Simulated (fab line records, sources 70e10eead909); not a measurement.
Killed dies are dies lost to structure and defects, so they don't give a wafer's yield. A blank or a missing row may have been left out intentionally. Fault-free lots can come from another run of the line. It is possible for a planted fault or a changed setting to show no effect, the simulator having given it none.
The tool behind it: which one? :: flow nandHarc :: 6 lots with 16 wafers sampled at 3 steps, on a route of 1159 steps

## WHAT THE GAUGES SHOWED, per wafer
NHARC_THIN_TSV_CD_MEAS_33 targets a cd of 5000 nm.
lot: L253
measured: day 19 18:52
on: cdSem-02
cdNm (nm): 5000.7 5004.7 5001.5

lot: L257
measured: day 19 23:52
on: cdSem-02
cdNm (nm): 4999.5 4998.6 4997.5

lot: L255
measured: day 20 11:19
on: cdSem-03
cdNm (nm): 4999.4 5000.6 5001.5

lot: L261
measured: day 21 04:16
on: cdSem-02
cdNm (nm): 4998.9

lot: L263
measured: day 21 22:21
on: cdSem-03
cdNm (nm): 5000.3 5003.4 5000.8

lot: L274
measured: day 24 13:49
on: cdSem-01
cdNm (nm): 4997.6 4998.8 5000.3

## WHAT TOOL EACH LOT RAN ON (gives the tool, then ch and the chambers of the sampled wafers, and finally the start)
lot: L253
NHARC_A_BONDPAD_ECD_18: ecdCu-01 ch 0,1, day 18 11:17
NHARC_THIN_TSV_PVD_19: pvdSputter-03, day 19 18:52 or earlier

lot: L257
NHARC_A_BONDPAD_ECD_18: ecdCu-02 ch 0,1, day 19 01:08
NHARC_THIN_TSV_PVD_19: pvdSputter-02, day 19 23:52 or earlier

lot: L255
NHARC_A_BONDPAD_ECD_18: ecdCu-01 ch 0,1, day 19 14:49
NHARC_THIN_TSV_PVD_19: pvdSputter-01, day 20 11:19 or earlier

lot: L261
NHARC_A_BONDPAD_ECD_18: ecdCu-02 ch 0, day 20 07:40
NHARC_THIN_TSV_PVD_19: pvdSputter-03, day 21 04:16 or earlier

lot: L263
NHARC_A_BONDPAD_ECD_18: ecdCu-01 ch 0,1, day 21 02:13
NHARC_THIN_TSV_PVD_19: pvdSputter-03, day 21 22:21 or earlier

lot: L274
NHARC_A_BONDPAD_ECD_18: ecdCu-01 ch 0,1, day 23 17:47
NHARC_THIN_TSV_PVD_19: pvdSputter-02, day 24 13:49 or earlier
- NHARC_A_BONDPAD_ECD_18: material Cu, target thk 400 nm.
- NHARC_THIN_TSV_PVD_19: deposits TaN, target thk 20 nm.

## THE ANSWER, worked out from the rows above alone
Rule: the usual values come from the lots themselves. Put in order of their means at a reading, lots are off if they are a third of the lots or fewer, leave a main group of 4 or more, and stand apart from it by a gap of 3 or more times the standard deviation of the main group's means; of several such gaps the widest counts. A main group is skipped when, at the precision printed for the reading in the tables above, its means are all equal. A lot without any number at a reading at which 4 lots or more have one is off too. Any other lot the step has rows for is counted as sound.
None of the lots is off at any reading shown; this tells nothing.

## WHAT WAS PUT IN BY THE SIMULATOR
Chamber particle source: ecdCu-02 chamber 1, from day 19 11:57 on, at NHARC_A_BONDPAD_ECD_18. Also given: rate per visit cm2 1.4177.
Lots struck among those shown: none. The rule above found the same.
